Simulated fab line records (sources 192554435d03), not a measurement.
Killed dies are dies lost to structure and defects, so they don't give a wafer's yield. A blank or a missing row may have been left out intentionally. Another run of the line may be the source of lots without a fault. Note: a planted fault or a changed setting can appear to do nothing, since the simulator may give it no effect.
A lot that was struck, set against a sound lot ; flow n5_finfet ; 41 out of 1938 route steps
Sound: wafers L160.1, L160.2, L160.5. Wafers L159.2, L159.3, L159.5 were the ones struck. At the end, the cause is stated.
For every step that has rows: the tool of each side, followed by ch and its chambers, followed by its first start. Under that, the readings that differ: sound wafers ; struck wafers ; difference of the means ; sigmas: that difference in standard deviations of wafers without a fault.
alike: words and numbers the same on both sides, and readings whose means are apart by under 2 such deviations; not compared: readings that were withheld, readings missing a value for some wafer, numbers with overlapping values and no deviation given by the record, and bounds like >300 which may hide the same value.
Wherever a step has rows on one side only, a row that says differs or no value, or a row with sigmas, the two part there. Numbers that have no deviation but don't overlap get no sigmas and don't part them. Lack of a reading on every wafer of one side parts them only where that side has two or more wafers.

first, 12 steps without rows for these wafers: N5_SD_EPI_N_ETCH_34 (etches SiARC in CF4, target depth 45.5 nm, time 75.8 s); N5_SD_EPI_N_ETCH_35 (etches SOC in N2/H2, overetch 108 nm, time 486 s); N5_SD_EPI_N_STRIP_36 (strips in N2/H2); N5_SD_EPI_N_ETCHBACK_44 (etches SiNx in CH3F/O2, stops on SiO2, target depth 14.5 nm); N5_SD_EPI_N_ETCH_45 (etches SiOCN in CH3F/O2, target depth 6 nm); N5_SD_EPI_N_ETCH_16 (etches SiO2 in CHF3/O2, target depth 5 nm); N5_SD_EPI_N_STRIP_47 (strips in CHF3/O2); N5_SD_EPI_N_SD_RECESS_17 (chemistry HBr/Cl2/O2, target depth 41 nm, time 23.7 s, bt time 3 s); N5_SD_EPI_N_STRIP_38 (strips in N2/H2); N5_SD_EPI_N_WET_ETCH_43 (etches SiO2 in dHF, time 14 s, target depth 1.5 nm); N5_SD_EPI_N_STRIP_18 (strips in SPM, time 750 s); N5_SD_EPI_N_SRD_20 (time 30 s).
N5_SD_EPI_N_PRECLEAN_48: cleans in NF3:NH3, afs cycles 2, time 20 s, sublimation time 60 s.
  sound on epi_rpcvd-01 ch 0, day 7 14:39; struck on epi_rpcvd-02, day 7 08:19
  no value came back on the struck wafers for afs_cycles, chamber_pressure_Torr (Torr), time_s (s); on the sound wafers afs_cycles reads 2 2 2
reading;sound;struck;difference;sigmas
model.SiNx_of_SPACER0_ALD_08.thk_nm (nm);1.4 1.4 1.4;1.6 1.6 1.6;+0.2;
then, 1 step without rows for these wafers: N5_SD_EPI_N_VAPOR_ETCH_50 (etches Si in HCl, time 54 s).
N5_SD_EPI_N_EPI_21: deposits Si:P, time 690 s.
  sound on epi_rpcvd-01 ch 0, day 7 15:11; struck on epi_rpcvd-02 ch 0, day 7 09:05
reading;sound;struck;difference;sigmas
susceptor_temp_C_max;680.3 680.6 680.5;681.7 681.7 682.0;+1.3;+3
model.Si-P_of_SD_EPI_N_EPI_21.thk_nm (nm);58.4 58.8 58.6;1.6 0.2 1.4;-57.5;
then, 22 steps without rows for these wafers: N5_SD_EPI_N_PRECLEAN_24 (cleans in O3/DIW, time 60 s); N5_SD_EPI_N_SRD_25 (time 30 s); N5_SD_EPI_N_PRECLEAN_49 (cleans in NF3:NH3, afs cycles 1, time 20 s, sublimation time 60 s); N5_SD_EPI_N_LINER_46 (material SiNx, target thk 3 nm); N5_SD_EPI_P_COAT_34 (time 60 s, resist thk 350 nm); N5_SD_EPI_P_COAT_35 (time 60 s, resist thk 35 nm); N5_SD_EPI_P_COAT_03 (resist thk 150 nm); N5_SD_EPI_P_EBR_05; N5_SD_EPI_P_SOFTBAKE_04 (time 60 s); N5_SD_EPI_P_EXPOSE_06 (exposes mask SD P BLK, target cd 240 nm); N5_SD_EPI_P_PEB_07 (peb time 60 s); N5_SD_EPI_P_DEVELOP_08 (develop time 30 s); N5_SD_EPI_P_DESCUM_14 (chemistry O2, time 7.9 s); N5_SD_EPI_P_ETCH_36 (etches SiARC in CF4, target depth 45.5 nm, time 75.8 s); N5_SD_EPI_P_ETCH_37 (etches SOC in N2/H2, overetch 108 nm, time 486 s); N5_SD_EPI_P_STRIP_38 (strips in N2/H2); N5_SD_EPI_P_ETCHBACK_46 (etches SiNx in CH3F/O2, stops on SiO2, target depth 17.5 nm); N5_SD_EPI_P_ETCH_47 (etches SiOCN in CH3F/O2, target depth 25 nm); N5_SD_EPI_P_ETCH_16 (etches SiO2 in CHF3/O2, target depth 5 nm); N5_SD_EPI_P_STRIP_50 (strips in CHF3/O2); N5_SD_EPI_P_SD_RECESS_17 (chemistry HBr/Cl2/O2, target depth 39.1 nm, bt time 3 s); N5_SD_EPI_P_WET_ETCH_45 (etches SiO2 in dHF, time 10.7 s, target depth 2 nm, rinse time 30 s).
N5_SD_ACTIVATION_RS_MEAS_03: measures by four-point-probe.
  struck on film_metro-01, day 7 18:32; sound on film_metro-02, day 7 22:59
reading;sound;struck;difference;sigmas
RS_SD_N (ohm/sq);21.9 21.7 21.9;- - -;no value on the struck wafers;
  alike: RS_SD_P
N5_MOL_CONTACT_COAG_ETCH_15: etches SiNx in CH3F/O2, stops on Si:P, target depth 7 nm.
  sound on rie_diel-02 ch 1,3, day 9 05:55; struck on rie_diel-05 ch 0,2,3, day 9 00:38
reading;sound;struck;difference;sigmas
model.Si-P_of_SD_EPI_N_EPI_21.thk_nm (nm);57.6 57.8 57.8;1.6 0.2 1.2;-56.7;
  alike: drypump_motor_current_A, oes_product_au, rf_vpp_V, showerhead_plenum_p_Torr, throttle_valve_pct
  not compared: rf_hours_counter_h
-- the record jumps here: 3 days lie between the struck wafers' starts before and after (it left off in module MOL_CONTACT_COAG and takes up again in module BEOL_M4, whose first step shown is number 1111 of the route) --
N5_BEOL_M4_RC_MEAS_101:
  sound on prober-01 ch 0, day 12 18:41; struck on prober-02 ch 0, day 12 08:04
reading;sound;struck;difference;sigmas
DIBL_P (mV/V);40.7 41.1 40.1;37.8 37.0 37.2;-3.3;-2
  alike: IOFF_P, ION_P, SS_P, VT_P
-- the record jumps here: 4 days lie between the struck wafers' starts before and after (it left off in module BEOL_M4 and takes up again in module PASSIVATION, whose first step shown is number 1936 of the route) --
N5_PASSIVATION_PROBE_49:
  struck on prober-01, day 16 14:26; sound on prober-01, day 16 23:14
reading;sound;struck;difference;sigmas
sort_bin_8_speed (%);0 0 0;92.46 90.68 92.97;+92.04;
sort_n_pass;1041 1077 1046;0 0 0;-1055;-56
sort_yield_pct (%);88.2 91.3 88.6;0 0 0;-89;-56
  alike: defect_limited_yield, killed_at_M0_to_M3, killed_at_M4_up, killed_at_contacts, killed_at_front_end, killed_at_other, killed_dies, killed_on_rim, killed_open, killed_short, sort_bin_5_function, sort_bin_6_memory

== WHERE THEY PART ==
Earliest at N5_SD_EPI_N_PRECLEAN_48; latest, in this record, at N5_PASSIVATION_PROBE_49.

WHY: what the simulator had put in
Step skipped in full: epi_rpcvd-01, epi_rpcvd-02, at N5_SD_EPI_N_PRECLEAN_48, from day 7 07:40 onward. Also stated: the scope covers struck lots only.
